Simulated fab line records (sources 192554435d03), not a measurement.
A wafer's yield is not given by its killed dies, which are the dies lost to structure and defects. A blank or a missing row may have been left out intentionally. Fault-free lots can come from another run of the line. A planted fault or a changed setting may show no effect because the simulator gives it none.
Which of the tools did it? ; flow n5_finfet ; 24 lots with 72 wafers sampled at 5 steps, on a route of 1938 steps

== WHAT THE GAUGES READ, wafer by wafer ==
N5_BEOL_M12_THK_MEAS_50: measures by xrf. Usual: M12_THK gives 320 nm (standard deviation 6.2).
lot;measured;on;M12_THK (nm);flag
L075;day 11 21:04;film_metro-01;325 329 313;
L074;day 12 00:35;film_metro-02;318 312 327;
L076;day 12 14:51;film_metro-01;324 314 316;
L077;day 12 15:50;film_metro-01;323 317 311;
L078;day 12 19:34;film_metro-01;317 316 317;
L079;day 12 20:49;film_metro-02;313 323 315;
L080;day 13 04:54;film_metro-01;322 329 315;
L083;day 13 05:00;film_metro-01;315 317 318;
L081;day 14 01:07;film_metro-01;331 330 319;
L084;day 14 11:44;film_metro-01;318 330 328;
L082;day 14 14:04;film_metro-02;325 324 324;
L088;day 14 14:19;film_metro-01;321 323 332;
L085;day 14 21:20;film_metro-02;313 315 311;
L086;day 15 05:51;film_metro-02;327 316 329;
L087;day 15 06:19;film_metro-02;307 321 319;
L089;day 15 15:38;film_metro-01;325 312 323;
L092;day 15 20:25;film_metro-01;315 323 323;
L090;day 15 23:53;film_metro-02;325 315 324;
L091;day 16 03:52;film_metro-01;324 320 327;
L093;day 16 09:19;film_metro-02;321 307 313;
L094;day 16 12:52;film_metro-02;315 314 319;
L095;day 16 18:42;film_metro-02;301 316 321;
L096;day 17 16:53;film_metro-02;326 317 319;
L097;day 17 22:09;film_metro-02;314 316 311;

N5_BEOL_M13_CD_MEAS_10: the cd target is 190 nm. Usual: cd_nm at 189.8 nm, with a standard deviation of 1.4.
lot;measured;on;cd_nm (nm);flag
L075;day 11 21:43;cd_sem-02;189.3 189.9 191.3;
L074;day 12 01:14;cd_sem-03;189.7 189.9 190.3;
L076;day 12 16:37;cd_sem-01;192.1 191.8 193.0;
L077;day 12 16:38;cd_sem-02;191.6 190.5 190.8;
L078;day 12 20:13;cd_sem-02;189.1 189.9 189.7;
L079;day 12 21:28;cd_sem-01;191.0 192.0 190.8;
L080;day 13 05:32;cd_sem-01;190.0 191.0 190.0;
L083;day 13 05:46;cd_sem-02;190.2 189.2 188.9;
L081;day 14 01:46;cd_sem-03;188.1 189.1 187.0;
L084;day 14 12:30;cd_sem-03;191.5 189.2 190.2;
L082;day 14 14:42;cd_sem-01;190.2 189.7 190.3;
L088;day 14 15:05;cd_sem-03;188.6 188.0 189.1;
L085;day 14 22:06;cd_sem-02;190.9 191.7 189.7;
L086;day 15 06:37;cd_sem-03;190.5 189.7 189.8;
L087;day 15 06:57;cd_sem-02;190.5 190.2 189.0;
L089;day 15 16:24;cd_sem-02;190.3 191.2 191.5;
L092;day 15 21:04;cd_sem-03;189.3 189.3 190.8;
L090;day 16 00:40;cd_sem-01;190.5 188.7 189.8;
L091;day 16 04:31;cd_sem-03;191.5 191.0 188.7;
L093;day 16 10:05;cd_sem-02;187.2 187.9 188.7;
L094;day 16 13:31;cd_sem-03;188.1 186.6 189.4;
L095;day 16 19:28;cd_sem-03;189.5 189.2 187.0;
L096;day 17 17:31;cd_sem-03;187.9 187.5 188.4;
L097;day 17 22:49;cd_sem-01;188.7 187.7 187.0;

N5_BEOL_M13_THK_MEAS_50: measures by xrf. Usual: M13_THK gives 423 nm (standard deviation 7.5).
lot;measured;on;M13_THK (nm);flag
L075;day 12 06:22;film_metro-02;424 432 423;
L074;day 12 12:26;film_metro-02;433 423 431;
L076;day 12 21:53;film_metro-02;431 424 415;
L077;day 12 22:09;film_metro-02;422 434 433;
L078;day 13 03:20;film_metro-02;415 430 414;
L079;day 13 03:37;film_metro-02;427 426 430;
L080;day 13 11:05;film_metro-01;424 421 406;
L083;day 13 11:44;film_metro-01;432 432 420;
L081;day 14 06:20;film_metro-02;426 415 419;
L084;day 14 17:41;film_metro-01;428 421 425;
L082;day 14 19:50;film_metro-02;420 416 410;
L088;day 14 20:46;film_metro-02;426 420 426;
L085;day 15 02:47;film_metro-01;416 402 421;
L086;day 15 10:53;film_metro-02;431 422 412;
L087;day 15 11:59;film_metro-01;425 421 418;
L089;day 15 21:05;film_metro-01;427 408 432;
L092;day 16 00:37;film_metro-02;426 423 408;
L090;day 16 04:42;film_metro-02;430 419 410;
L091;day 16 08:16;film_metro-02;417 436 429;
L093;day 16 15:29;film_metro-01;429 423 431;
L094;day 16 19:02;film_metro-01;439 434 429;
L095;day 17 00:02;film_metro-02;415 430 431;
L096;day 17 21:53;film_metro-02;426 422 431;
L097;day 18 04:37;film_metro-02;419 417 413;

N5_BEOL_M14_THK_MEAS_01. Usual: M14_ILD_THK gives 1120 nm (standard deviation 16).
lot;measured;on;M14_ILD_THK (nm);flag
L075;day 12 06:45;film_metro-01;1096 1136 1124;
L074;day 12 12:49;film_metro-01;1110 1120 1119;
L076;day 12 22:16;film_metro-01;1118 1127 1124;
L077;day 12 22:32;film_metro-02;1121 1131 1111;
L078;day 13 03:43;film_metro-02;1130 1125 1145;
L079;day 13 03:59;film_metro-02;1109 1131 1134;
L080;day 13 11:33;film_metro-01;1074 1117 1136;
L083;day 13 12:11;film_metro-01;1139 1111 1143;
L081;day 14 06:47;film_metro-01;1103 1126 1124;
L084;day 14 18:04;film_metro-01;1119 1104 1134;
L082;day 14 20:13;film_metro-02;1125 1091 1138;
L088;day 14 21:10;film_metro-02;1141 1137 1141;
L085;day 15 03:11;film_metro-02;1094 1117 1136;
L086;day 15 11:17;film_metro-02;1108 1133 1100;
L087;day 15 12:22;film_metro-01;1129 1124 1165;
L089;day 15 21:28;film_metro-01;1099 1125 1095;
L092;day 16 01:00;film_metro-01;1106 1134 1122;
L090;day 16 05:05;film_metro-01;1119 1116 1147;
L091;day 16 08:39;film_metro-01;1108 1103 1105;
L093;day 16 15:52;film_metro-02;1100 1094 1114;
L094;day 16 19:25;film_metro-01;1111 1106 1121;
L095;day 17 00:26;film_metro-02;1109 1121 1135;
L096;day 17 22:16;film_metro-02;1107 1102 1124;
L097;day 18 05:00;film_metro-02;1110 1122 1119;

== EACH LOT AND THE TOOL THAT RAN IT (in order: tool; ch and the chambers of the sampled wafers; start) ==
lot;N5_BEOL_M13_ILD_DEP_00
L075;pecvd-03 ch 0,1,2, day 11 21:16
L074;pecvd-03 ch 0,1,2, day 12 00:46
L076;pecvd-03 ch 0,1,2, day 12 15:06
L077;pecvd-03 ch 0,1,2, day 12 16:02
L078;pecvd-04 ch 0,1, day 12 19:45
L079;pecvd-04 ch 0,2, day 12 21:01
L080;pecvd-04 ch 0,1,2, day 13 05:05
L083;pecvd-02 ch 0,2, day 13 05:11
L081;pecvd-03 ch 0,1,2, day 14 01:19
L084;pecvd-03 ch 0,1, day 14 11:55
L082;pecvd-02 ch 0,1,2, day 14 14:15
L088;pecvd-02 ch 0,1,2, day 14 14:30
L085;pecvd-03 ch 0,1, day 14 21:31
L086;pecvd-02 ch 0,1,2, day 15 06:02
L087;pecvd-02 ch 0,1, day 15 06:29
L089;pecvd-02 ch 0,1,2, day 15 15:49
L092;pecvd-03 ch 0,2, day 15 20:37
L090;pecvd-03 ch 0,1,2, day 16 00:05
L091;pecvd-04 ch 0,1,2, day 16 04:04
L093;pecvd-02 ch 1,2, day 16 09:30
L094;pecvd-04 ch 0,1,2, day 16 13:04
L095;pecvd-04 ch 0,1,2, day 16 18:53
L096;pecvd-03 ch 0,1,2, day 17 17:04
L097;pecvd-02 ch 0,1,2, day 17 22:22
- N5_BEOL_M13_ILD_DEP_00: deposits SiOC from DEMS/O2, target thk 837.92 nm, time 166.4 s.

== AS READ BY THE TOOLS THEMSELVES (means over the sampled wafers that have a number; for cases with no such wafer, the mark the record gives instead) ==
N5_BEOL_M13_ILD_DEP_00. Usual: heater_power_w 504 W, standard deviation 74; showerhead_plenum_p_Torr 5.695 Torr, standard deviation 0.016; showerhead_vpp_V 1430 V, standard deviation 98; throttle_valve_pct 12.1 %, standard deviation 0.56.
lot;tool;heater_power_w (W);showerhead_plenum_p_Torr (Torr);showerhead_vpp_V (V);throttle_valve_pct (%);flag
L075;pecvd-03;502;5.692;1445;12.2;
L074;pecvd-03;557;5.696;1437;12.2;
L076;pecvd-03;521;5.686;1442;12.3;
L077;pecvd-03;560;5.701;1427;12.4;
L078;pecvd-04;531;5.698;1601;12.1;
L079;pecvd-04;527;5.699;1509;11.5;
L080;pecvd-04;510;5.692;1511;11.6;
L083;pecvd-02;472;5.703;1407;11.6;
L081;pecvd-03;531;5.697;1428;12.2;
L084;pecvd-03;598;5.692;1395;12.8;
L082;pecvd-02;481;5.703;1360;11.9;
L088;pecvd-02;440;5.700;1351;12.0;
L085;pecvd-03;572;5.698;1400;12.6;
L086;pecvd-02;479;5.710;1361;12.0;
L087;pecvd-02;460;5.707;1359;12.2;
L089;pecvd-02;509;5.698;1348;12.1;
L092;pecvd-03;573;5.708;1435;12.4;
L090;pecvd-03;513;5.688;1438;12.2;
L091;pecvd-04;519;5.699;1511;11.8;
L093;pecvd-02;447;5.694;1314;12.2;
L094;pecvd-04;500;5.687;1525;11.6;
L095;pecvd-04;519;5.700;1519;11.6;
L096;pecvd-03;511;5.693;1441;12.4;
L097;pecvd-02;478;5.700;1343;12.1;

== THE ANSWER, worked out from the rows above alone ==
Rule: lot off if the mean of its wafers having a number is beyond 3 standard deviations from the usual mean. A lot without any number at a reading at which 4 lots or more have one is off too. All remaining lots with rows at the step are treated as sound. After the gauges, taken in route order, come the tools' own readings; for these a lot's mean is taken, as printed above. At the first step where some lot is off, the reading lying furthest off is the one used; lots without a number count as furthest.
No lot is off on any of the readings shown, so nothing can be concluded from this.

== WHAT THE SIMULATOR HAD INSERTED ==
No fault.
